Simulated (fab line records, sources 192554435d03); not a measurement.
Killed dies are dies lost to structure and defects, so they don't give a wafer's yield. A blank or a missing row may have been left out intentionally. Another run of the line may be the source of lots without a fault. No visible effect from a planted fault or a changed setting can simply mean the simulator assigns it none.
One fault seen from 3 desks | flow n5 finfet | numbers are kept per desk, each desk with only its own; the story behind them comes last

## FROM THE METROLOGY DESK
What the gauges read, lot by lot, whatever tool the lot ran on: means of the sampled wafers that have a number. If a lot's mean is further than 4 standard deviations from the usual mean, the lot is out of limits and carries the mark OUT (the distance appears in the brackets). Only the readings that lie furthest out on some lot appear, 7 of the 10 it has.
Columns: A = DIBL_N at N5_BEOL_M4_RC_MEAS_101, usual 35.4 mV/V; B = IOFF_P at N5_BEOL_M4_RC_MEAS_101, usual 0.19 nA/um; C = ION_N at N5_BEOL_M4_RC_MEAS_101, usual 677 uA/um; D = ION_P at N5_BEOL_M4_RC_MEAS_101, usual 462 uA/um; E = SS_P at N5_BEOL_M4_RC_MEAS_101, usual 72.9 mV/dec; F = VT_N at N5_BEOL_M4_RC_MEAS_101, usual 250 mV; G = VT_P at N5_BEOL_M4_RC_MEAS_101, usual -251 mV
lot  | first seen here | A    | B    | C   | D   | E    | F   | G
L202 | day 10 14:25    | 33.3 | 0.16 | 663 | 454 | 72.6 | 251 | -255
L208 | day 11 20:39    | 36.6 | 0.17 | 649 | 445 | 72.8 | 254 | -256
L211 | day 12 19:35    | 34.3 | 0.18 | 675 | 461 | 73.2 | 253 | -252
L215 | day 14 15:46    | 34.2 | 0.19 | 673 | 469 | 71.9 | 251 | -248
This desk found nothing out of limits on any of the 4 lots.

## THE DEFECT DESK
What the inspections along the route counted, lot by lot: means of the sampled wafers that have a number. If a lot's mean is further than 4 standard deviations from the usual mean, the lot is out of limits and carries the mark OUT (the distance appears in the brackets).
Columns: A = raw defect count at N5_FIN_CUT_INSPECT_17, usual 239
lot  | first seen here | A
L202 | day 4 09:47     | 130
L208 | day 6 03:31     | 473
L211 | day 6 17:19     | 463
L215 | day 7 19:05     | 161
This desk found nothing out of limits on any of the 4 lots.

## FOR THE TOOL OWNER'S DESK: rie diel-04
The tool's own readings at N5_FIN_CUT_STRIP_24 (strips in CF4): means of the sampled wafers that have a number, for each lot that ran on this tool. If a lot's mean is further than 4 standard deviations from the usual mean, the lot is out of limits and carries the mark OUT (the distance appears in the brackets).
Columns: A = drypump motor current A at N5_FIN_CUT_STRIP_24, usual 5.7 A; B = oes product au at N5_FIN_CUT_STRIP_24, usual 0.75 a.u.; C = rf vpp V at N5_FIN_CUT_STRIP_24, usual 271.2 V; D = showerhead plenum p Torr at N5_FIN_CUT_STRIP_24, usual 1.80 Torr; E = throttle valve pct at N5_FIN_CUT_STRIP_24, usual 13.70 %
lot  | first seen here | A   | B    | C     | D    | E
L202 | day 4 09:17     | 5.8 | 0.75 | 270.9 | 1.82 | 13.64
L208 | day 6 02:34     | 6.1 | 0.74 | 271.2 | 1.82 | 13.81
L211 | day 6 16:46     | 5.8 | 0.73 | 270.6 | 1.82 | 13.68
This desk found nothing out of limits on any of the 3 lots.

## TAKEN TOGETHER
Nothing out of limits was seen by the metrology desk.
No out-of-limits result turned up at the defect desk.
The tool owner's desk saw nothing out of limits.

## WHAT HAD BEEN PUT IN BY THE SIMULATOR
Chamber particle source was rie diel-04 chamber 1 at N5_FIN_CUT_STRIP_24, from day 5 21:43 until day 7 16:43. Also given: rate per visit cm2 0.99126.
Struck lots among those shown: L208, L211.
